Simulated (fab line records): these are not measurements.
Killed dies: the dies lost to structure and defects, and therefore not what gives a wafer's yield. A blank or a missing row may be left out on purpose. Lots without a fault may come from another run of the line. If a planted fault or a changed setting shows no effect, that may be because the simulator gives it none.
Comparing a struck lot with a sound one / flow nand harc / 15 steps out of a route of 1302
Sound: the wafers L436.3, L436.4, L436.6. Struck: wafer L432.4 (left out: L432.1, a lot-mate that was not struck); the cause follows at the end.
At each step with rows: each side's tool, then ch and its chambers, then its first start. Under that, the readings that differ: sound wafers / struck wafers / difference of the means / sigmas: that difference in standard deviations of wafers without a fault.
alike: same words and numbers on both sides, and readings whose means sit less than 2 such deviations apart. not compared: any withheld reading, any reading some wafer has no value for, any bound like >300 that may hide the same value, and any number with overlapping values for which the record gives no deviation.
Wherever a step has rows on one side only, a row that says differs or no value, or a row with sigmas, the two part there. Numbers that have no deviation but don't overlap get no sigmas and don't part them. A reading missing from all wafers of one side parts the sides only when that side holds two or more wafers.

first, 5 steps without rows for these wafers: NHARC_A_CONTACT_SOFTBAKE_64 (time 55 s); NHARC_A_CONTACT_EBR_65; NHARC_A_CONTACT_EXPOSE_66 (exposes mask A CC 2); NHARC_A_CONTACT_PEB_67 (peb time 65 s); NHARC_A_CONTACT_DEVELOP_68 (develop time 35 s).
NHARC_A_CONTACT_CD_MEAS_69: target cd 300 nm.
  sound on cd sem-02 ch 0, day 29 17:52; struck on cd sem-01 ch 0, day 28 21:11
  alike: cd nm
NHARC_A_CONTACT_OVL_MEAS_70:
  sound: overlay-01 at day 29 17:57; struck: overlay-01 at day 28 21:16
  alike: overlay x nm, overlay y nm
NHARC_A_CONTACT_INSPECT_71:
  sound: defect inspect-02 at day 29 17:59; struck: defect inspect-01 at day 28 21:19
  alike: raw defect count
NHARC_A_CONTACT_DESCUM_74: chemistry O2, time 3 s.
  sound on rie diel-11 ch 0,1,3, day 29 18:04; struck on rie diel-01 ch 0, day 28 21:22
  alike: drypump motor current A, mfc ar sccm, o2 flow sccm, oes product au, rf vpp V, showerhead plenum p Torr, throttle valve pct
  not compared: rf hours counter h
NHARC_A_CONTACT_ETCH_75: etches the open film in CF4, target depth 39 nm, time 65 s.
  sound on rie diel-11 ch 0,1,3, day 29 18:08; struck on rie diel-01 ch 1, day 28 21:28
reading=mfc ar sccm (sccm); sound=0 0 0; struck=0.034; difference=+0.034; sigmas=+3
  alike: drypump motor current A, oes product au, rf vpp V, showerhead plenum p Torr, throttle valve pct
  not compared: rf hours counter h
NHARC_A_CONTACT_ETCH_76: etches the open film in N2/H2, target depth 260 nm, time 475.3 s.
  sound on rie diel-11 ch 1,2,3; struck on rie diel-01 ch 0
reading=rf vpp V (V); sound=429 434 435; struck=425; difference=-8; sigmas=-2
  alike: drypump motor current A, mfc ar sccm, oes product au, showerhead plenum p Torr, throttle valve pct
  not compared: rf hours counter h
NHARC_A_CONTACT_ETCH_77: etches the open film in CF4/CHF3, target depth 108.9 nm, time 54.5 s.
  sound on rie diel-11 ch 0,1; struck on rie diel-01 ch 2
  alike: drypump motor current A, mfc ar sccm, oes product au, rf vpp V, showerhead plenum p Torr, throttle valve pct
  not compared: rf hours counter h
NHARC_A_CONTACT_ETCH_78: etches the open film in O2/COS, target depth 5300 nm, time 1378 s.
  sound on rie diel-11 ch 1,3, day 29 18:51; struck on rie diel-01 ch 3, day 28 22:04
reading=oes product au (a.u.); sound=1.014 0.994 0.998; struck=0.819; difference=-0.183; sigmas=-20
  alike: drypump motor current A, mfc ar sccm, o2 flow sccm, rf vpp V, showerhead plenum p Torr, throttle valve pct
  not compared: rf hours counter h
NHARC_A_CONTACT_ETCH_124: etches the open film in C4F8/O2/Ar, time 140 s, target depth 700 nm.
  sound on har cap etch-02 ch 0,1, day 29 19:51; struck on har cap etch-03 ch 0, day 28 22:55
  not compared: rf hours counter h
-- record jumps: 3 days between struck wafers' starts before vs after; left off in module A_CONTACT, resumes in module END, first step shown is number 1302 of the route --
NHARC_END_SORT_01:
  sound on prober-02 ch 0, day 32 05:08; struck on prober-01 ch 0, day 31 15:02
reading=killed at array; sound=48 48 52; struck=671; difference=+622; sigmas=+41
reading=killed dies; sound=50 54 56; struck=677; difference=+624; sigmas=+42
  alike: killed at other, killed at periphery, killed open, killed short

## WHERE THEY PART
Earliest at NHARC_A_CONTACT_ETCH_75; latest, in this record, at NHARC_END_SORT_01.

WHY: whatever the simulator had introduced
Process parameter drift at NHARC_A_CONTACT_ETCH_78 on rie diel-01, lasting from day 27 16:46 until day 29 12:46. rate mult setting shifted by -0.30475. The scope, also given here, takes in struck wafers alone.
